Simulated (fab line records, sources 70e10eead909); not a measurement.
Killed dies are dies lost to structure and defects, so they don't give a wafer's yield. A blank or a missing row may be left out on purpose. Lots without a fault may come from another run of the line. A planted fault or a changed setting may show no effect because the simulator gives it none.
Chamber matching | flow nand_harc | NHARC_P_M1_PRE_CLEAN_32 on pecvd-01: 3 sister chambers
The step time 12 s. 24 wafers are shown with their chamber, then 12 later ones without.

WAFERS WITH THEIR CHAMBER
wafer  | chamber | heater_power_w (W)
L074.3 | 0       | 636
L074.5 | 1       | 846
L074.6 | 2       | 653
L076.2 | 0       | 568
L076.5 | 0       | 581
L076.6 | 1       | 797
L077.2 | 0       | 588
L077.3 | 2       | 668
L077.5 | 0       | 577
L079.1 | 1       | 725
L079.5 | 2       | 642
L079.6 | 0       | 553
L080.2 | 1       | 870
L080.3 | 2       | 635
L080.5 | 2       | 659
L084.1 | 1       | 832
L084.2 | 0       | 539
L084.6 | 1       | 845
L084.3 | 2       | 655
L084.4 | 2       | 653
L084.5 | 0       | 550
L086.1 | 0       | 624
L086.2 | 2       | 673
L086.5 | 0       | 651

SIGNATURES (means of the wafers above)
reading        | chamber 0 | chamber 1 | chamber 2 | scatter within a chamber
heater_power_w | 586.70    | 819.17    | 654.75    | 36.4
Rule: a wafer's distance from a chamber is the root of the sum, over the readings, of the square of ((its reading less the chamber's mean) divided by the reading's scatter). The wafer belongs to the nearest chamber; if the next one is less than 2 further off, it can't be placed. The scatter: the root of (the sum of the squares of (reading less its chamber's mean) over the shown wafers, divided by (wafers less chambers)).

WAFERS WITHOUT THEIR CHAMBER
wafer  | heater_power_w (W)
L088.2 | 560
L088.3 | 648
L088.5 | 639
L091.2 | 567
L091.4 | 789
L091.6 | 623
L092.1 | 562
L092.2 | 784
L092.4 | 660
L095.2 | 790
L095.5 | 780
L095.6 | 660

WHICH CHAMBER EACH WENT THROUGH
wafer  | from the rows above     | in truth
L088.2 | can't be placed: 0 or 2 | 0
L088.3 | can't be placed: 2 or 0 | 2
L088.5 | can't be placed: 2 or 0 | 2
L091.2 | can't be placed: 0 or 2 | 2
L091.4 | 1                       | 1
L091.6 | can't be placed: 2 or 0 | 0
L092.1 | can't be placed: 0 or 2 | 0
L092.2 | 1                       | 1
L092.4 | can't be placed: 2 or 0 | 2
L095.2 | 1                       | 1
L095.5 | 1                       | 1
L095.6 | can't be placed: 2 or 0 | 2
Placed correctly: 4 of 12. Can't be placed from these rows: 8 (the true chamber is among the candidates in 8). Placed wrongly: 0.
